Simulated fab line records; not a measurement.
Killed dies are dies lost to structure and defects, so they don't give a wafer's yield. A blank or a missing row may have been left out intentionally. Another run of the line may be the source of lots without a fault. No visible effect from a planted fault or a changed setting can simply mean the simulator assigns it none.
Check for tools in common / flow nand-harc / 1 lot, 3 wafers sampled

== WHY IT WAS OPENED ==
At NHARC_END_SORT_01 the reading killed-at-periphery is flagged on 1 of 1 lot. No-fault wafers: 3.4, standard deviation 2.4.
Rule: flag the lot when none of its wafers has a number, or when each of its wafers that has one lies beyond 4 standard deviations from that mean. The rest of the lots are taken to be sound.

lot=L136; measured=day 23 10:12; on=prober-01; killed-at-periphery, wafer by wafer=640 661 646; flag=FLAGGED
Flagged lots average 649.0: +645.6 relative to the usual, that is +99 or more standard deviations.

== TOOL THAT RAN EACH LOT ==
The record holds 3 process steps before the reading, out of a route of 1159 steps. In each cell: the tool, then ch and the chambers that the sampled wafers went through, then the start.
lot=L136; flag=FLAGGED; NHARC_P_GATE_EXPOSE_08=krf-scanner-03 ch 0, day 7 06:38; NHARC_P_GATE_DESCUM_31=rie-diel-06 ch 0,2,3, day 7 20:45; NHARC_P_GATE_ETCH_104=rie-diel-06 ch 0,1, day 7 20:50
What the steps here do:
- NHARC_P_GATE_EXPOSE_08: exposes mask P HV.
- NHARC_P_GATE_DESCUM_31: chemistry O2, time 3 s.
- NHARC_P_GATE_ETCH_104: etches the open film in CF4/CHF3, target depth 60 nm.
- NHARC_END_SORT_01

== FLAGGED OVER TOTAL, TOOL BY TOOL (the gauges that took the reading come last) ==
step=NHARC_P_GATE_EXPOSE_08; tool=krf-scanner-03; lots run=1; flagged=1; share of the flagged lots=all; sound lots run after its first flagged lot=0
step=NHARC_P_GATE_DESCUM_31; tool=rie-diel-06; lots run=1; flagged=1; share of the flagged lots=all; sound lots run after its first flagged lot=0
step=NHARC_P_GATE_ETCH_104; tool=rie-diel-06; lots run=1; flagged=1; share of the flagged lots=all; sound lots run after its first flagged lot=0
step=NHARC_END_SORT_01; tool=prober-01; lots run=1; flagged=1; share of the flagged lots=all; sound lots run after its first flagged lot=0

== WHAT THE TABLE PERMITS ==
4 rows of the table ran every flagged lot: krf-scanner-03 at NHARC_P_GATE_EXPOSE_08, rie-diel-06 at NHARC_P_GATE_DESCUM_31, rie-diel-06 at NHARC_P_GATE_ETCH_104, prober-01 at NHARC_END_SORT_01.
- krf-scanner-03 at NHARC_P_GATE_EXPOSE_08: 1 of its 1 lot flagged. In this sample it ran no sound lot ahead of its first flagged lot, so there is no way to narrow down the start.
- rie-diel-06 at NHARC_P_GATE_DESCUM_31: 1 of its 1 lot flagged. In this sample it ran no sound lot ahead of its first flagged lot, so there is no way to narrow down the start.
- rie-diel-06 at NHARC_P_GATE_ETCH_104: 1 of its 1 lot flagged. In this sample it ran no sound lot ahead of its first flagged lot, so there is no way to narrow down the start.
- prober-01 at NHARC_END_SORT_01: 1 of its 1 lot flagged. In this sample it ran no sound lot ahead of its first flagged lot, so there is no way to narrow down the start.
A lot count leaves these 3 tools indistinguishable: every one of them fits a fault beginning at some hour. More lots, or a look at what each step does to the wafer, might.

== WHAT THE SIMULATOR HAD INSERTED ==
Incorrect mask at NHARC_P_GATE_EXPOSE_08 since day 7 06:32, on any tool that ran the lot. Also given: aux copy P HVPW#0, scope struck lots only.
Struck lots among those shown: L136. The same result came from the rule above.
